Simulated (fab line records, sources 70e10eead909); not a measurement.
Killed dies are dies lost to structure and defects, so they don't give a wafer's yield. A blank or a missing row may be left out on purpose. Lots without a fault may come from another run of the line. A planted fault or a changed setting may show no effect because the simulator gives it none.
A struck lot beside a sound one | flow nand_harc | 15 steps out of a route of 1159
Sound: wafers L110.2, L110.3, L110.6. Struck: wafer L121.6. (L121.2, L121.5 of the same lot were not struck and are left out.) The cause comes at the end.
At each step with rows: each side's tool, then ch and its chambers, then its first start. Under that, the readings that differ: sound wafers | struck wafers | difference of the means | sigmas: that difference in standard deviations of wafers without a fault.
alike: readings whose means differ by less than 2 such deviations, and words and numbers that are the same on both sides. not compared: withheld readings, readings that some wafer has no value for, bounds like >300 that may hide the same value, and numbers for which the record gives no deviation and whose values overlap.
The two part at a step that has a row with sigmas, a row that says differs or no value, or rows on one side only. Numbers that don't overlap but have no deviation are shown without sigmas and don't part them. A reading that every wafer of one side lacks parts them only if that side has two wafers or more.

first, 4 steps without rows for these wafers: NHARC_P_BONDPAD_EBR_05; NHARC_P_BONDPAD_EXPOSE_06 (exposes mask P BPAD); NHARC_P_BONDPAD_PEB_07 (peb time 80 s); NHARC_P_BONDPAD_DEVELOP_08 (time 50 s).
NHARC_P_BONDPAD_CD_MEAS_09: target cd 500 nm.
  sound on cd_sem-03 ch 0, day 7 10:49; struck on cd_sem-02 ch 0, day 10 16:24
  alike: cd_nm
NHARC_P_BONDPAD_OVL_MEAS_38:
  sound on overlay-01, day 7 10:55; struck on overlay-02, day 10 16:29
  alike: overlay_x_nm, overlay_y_nm
then, 1 step without rows for these wafers: NHARC_P_BONDPAD_HARDBAKE_10 (time 65 s).
NHARC_P_BONDPAD_DESCUM_11: chemistry O2, time 3 s.
  sound on rie_diel-09 ch 0,1,2, day 7 11:02; struck on rie_diel-01 ch 1, day 10 16:41
  reading                         | sound                | struck | difference | sigmas
  rf_vpp_V (V)                    | 56.3 58.2 57.6       | 59.5   | +2.1       | +2
  showerhead_plenum_p_Torr (Torr) | 1.82 1.87 1.85       | 1.96   | +0.11      | +3
  throttle_valve_pct (%)          | 11.317 11.310 11.316 | 11.295 | -0.019     | -2
  alike: drypump_motor_current_A, oes_product_au
  not compared: rf_hours_counter_h
NHARC_P_BONDPAD_ETCH_37: etches the open film in N2/H2, target depth 60 nm, overetch 18 nm, time 65.91 s.
  sound on rie_diel-09 ch 0,3, day 7 11:07; struck on rie_diel-01 ch 1, day 10 16:46
  reading                         | sound             | struck | difference | sigmas
  rf_vpp_V (V)                    | 428.0 428.5 427.3 | 431.9  | +4.0       | +2
  showerhead_plenum_p_Torr (Torr) | 1.93 1.97 1.93    | 2.09   | +0.15      | +3
  alike: bias_w, drypump_motor_current_A, oes_product_au, throttle_valve_pct
  not compared: rf_hours_counter_h
NHARC_P_BONDPAD_ETCH_12: etches the open film in CHF3/O2, target depth 200 nm, time 100 s.
  sound on rie_diel-09 ch 1,2; struck on rie_diel-01 ch 0
  reading                     | sound       | struck | difference | sigmas
  drypump_motor_current_A (A) | 5.1 5.1 5.0 | 6.6    | +1.5       | +3
  alike: bias_w, oes_product_au, rf_vpp_V, showerhead_plenum_p_Torr, throttle_valve_pct
  not compared: rf_hours_counter_h
NHARC_P_BONDPAD_CD_MEAS_13:
  sound on cd_sem-03, day 7 11:21; struck on cd_sem-03, day 10 17:02
  alike: cd_nm
NHARC_P_BONDPAD_STRIP_15: strips in O2.
  sound on rie_diel-09 ch 1,2,3, day 7 11:27; struck on rie_diel-11 ch 3, day 10 17:07
  alike: drypump_motor_current_A, oes_product_au, rf_vpp_V, showerhead_plenum_p_Torr, throttle_valve_pct
  not compared: rf_hours_counter_h
NHARC_P_BONDPAD_ETCH_24: etches the open film in CF4/N2, target depth 30 nm, time 72.99 s.
  sound on rie_diel-09 ch 1,2,3, day 7 11:34; struck on rie_diel-11 ch 0, day 10 17:22
  reading                         | sound             | struck | difference | sigmas
  oes_product_au (a.u.)           | 1.015 1.001 0.989 | 0.822  | -0.180     | -15
  showerhead_plenum_p_Torr (Torr) | 2.50 2.57 2.49    | 2.69   | +0.17      | +3
  alike: bias_w, drypump_motor_current_A, rf_vpp_V, throttle_valve_pct
  not compared: rf_hours_counter_h
then, 1 step without rows for these wafers: NHARC_P_BONDPAD_STRIP_16 (strips in post etch residue remover, time 600 s).
-- the record jumps here: 14 days lie between the struck wafers' starts before and after (it left off in module P_BONDPAD and takes up again in module END, whose first step shown is number 1159 of the route) --
NHARC_END_SORT_01:
  the record has rows for the struck wafers here (prober-01 ch 0, day 24 22:07) and none for the sound ones

WHERE THEY PART
First at NHARC_P_BONDPAD_DESCUM_11; last, within this record, at NHARC_END_SORT_01.

WHY: what the simulator had put in
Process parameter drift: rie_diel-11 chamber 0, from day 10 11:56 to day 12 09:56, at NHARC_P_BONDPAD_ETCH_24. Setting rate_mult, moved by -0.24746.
